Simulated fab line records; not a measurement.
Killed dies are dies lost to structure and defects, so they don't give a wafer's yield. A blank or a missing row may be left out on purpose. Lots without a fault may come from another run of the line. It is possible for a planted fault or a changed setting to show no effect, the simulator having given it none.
Chamber matching || flow n5_finfet || 4 sister chambers for N5_BEOL_M9_ETCH_65 on rie_diel-02
The step etches SiARC in CF4, target depth 15.6 nm, time 26 s. 8 wafers are shown with their chamber, then 12 later ones without.

== WAFERS PAIRED WITH THEIR CHAMBERS ==
{"wafer": "L088.1", "chamber": 2, "drypump_motor_current_A (A)": 5.9, "etch_rf_on_time_s (s)": 24.9}
{"wafer": "L090.6", "chamber": 3, "drypump_motor_current_A (A)": 5.5, "etch_rf_on_time_s (s)": 25.3}
{"wafer": "L089.1", "chamber": 3, "drypump_motor_current_A (A)": 5.6, "etch_rf_on_time_s (s)": 25.0}
{"wafer": "L089.3", "chamber": 0, "drypump_motor_current_A (A)": 5.6, "etch_rf_on_time_s (s)": 25.4}
{"wafer": "L089.6", "chamber": 0, "drypump_motor_current_A (A)": 5.6, "etch_rf_on_time_s (s)": 25.6}
{"wafer": "L091.4", "chamber": 1, "drypump_motor_current_A (A)": 6.4, "etch_rf_on_time_s (s)": 24.7}
{"wafer": "L091.5", "chamber": 2, "drypump_motor_current_A (A)": 5.9, "etch_rf_on_time_s (s)": 25.0}
{"wafer": "L091.6", "chamber": 1, "drypump_motor_current_A (A)": 6.4, "etch_rf_on_time_s (s)": 24.6}

== WAFERS WITH NO CHAMBER GIVEN ==
{"wafer": "L094.4", "drypump_motor_current_A (A)": 5.9, "etch_rf_on_time_s (s)": 25.3}
{"wafer": "L094.5", "drypump_motor_current_A (A)": 5.7, "etch_rf_on_time_s (s)": 25.7}
{"wafer": "L094.6", "drypump_motor_current_A (A)": 5.5, "etch_rf_on_time_s (s)": 24.9}
{"wafer": "L093.1", "drypump_motor_current_A (A)": 6.4, "etch_rf_on_time_s (s)": 24.5}
{"wafer": "L093.4", "drypump_motor_current_A (A)": 5.9, "etch_rf_on_time_s (s)": 25.0}
{"wafer": "L093.5", "drypump_motor_current_A (A)": 6.4, "etch_rf_on_time_s (s)": 24.4}
{"wafer": "L095.1", "drypump_motor_current_A (A)": 5.5, "etch_rf_on_time_s (s)": 25.0}
{"wafer": "L095.3", "drypump_motor_current_A (A)": 5.9, "etch_rf_on_time_s (s)": 25.3}
{"wafer": "L095.6", "drypump_motor_current_A (A)": 5.6, "etch_rf_on_time_s (s)": 25.6}
{"wafer": "L096.1", "drypump_motor_current_A (A)": 5.9, "etch_rf_on_time_s (s)": 25.3}
{"wafer": "L096.5", "drypump_motor_current_A (A)": 6.4, "etch_rf_on_time_s (s)": 24.8}
{"wafer": "L096.6", "drypump_motor_current_A (A)": 5.6, "etch_rf_on_time_s (s)": 25.7}

== CHAMBER TAKEN BY EACH ==
{"wafer": "L094.4", "from the rows above": 2, "in truth": 2}
{"wafer": "L094.5", "from the rows above": 0, "in truth": 0}
{"wafer": "L094.6", "from the rows above": 3, "in truth": 3}
{"wafer": "L093.1", "from the rows above": 1, "in truth": 1}
{"wafer": "L093.4", "from the rows above": 2, "in truth": 2}
{"wafer": "L093.5", "from the rows above": 1, "in truth": 1}
{"wafer": "L095.1", "from the rows above": 3, "in truth": 3}
{"wafer": "L095.3", "from the rows above": 2, "in truth": 2}
{"wafer": "L095.6", "from the rows above": 0, "in truth": 0}
{"wafer": "L096.1", "from the rows above": 2, "in truth": 2}
{"wafer": "L096.5", "from the rows above": 1, "in truth": 1}
{"wafer": "L096.6", "from the rows above": 0, "in truth": 0}
12 of 12 placed correctly. Number that these rows cannot place: 0. 0 placed wrongly.
How it was worked out, from the rows above alone: a wafer's distance from a chamber is the root of the sum, over the readings, of the square of ((its reading less the chamber's mean) divided by the reading's scatter). The wafer belongs to the nearest chamber; if the next one is less than 2 further off, it can't be placed. For every chamber, the mean is computed from those of its wafers that are shown. How the scatter is found: for the shown wafers, subtract from each reading the mean of its chamber, square and add these, divide the total by (wafers less chambers), then take the root.
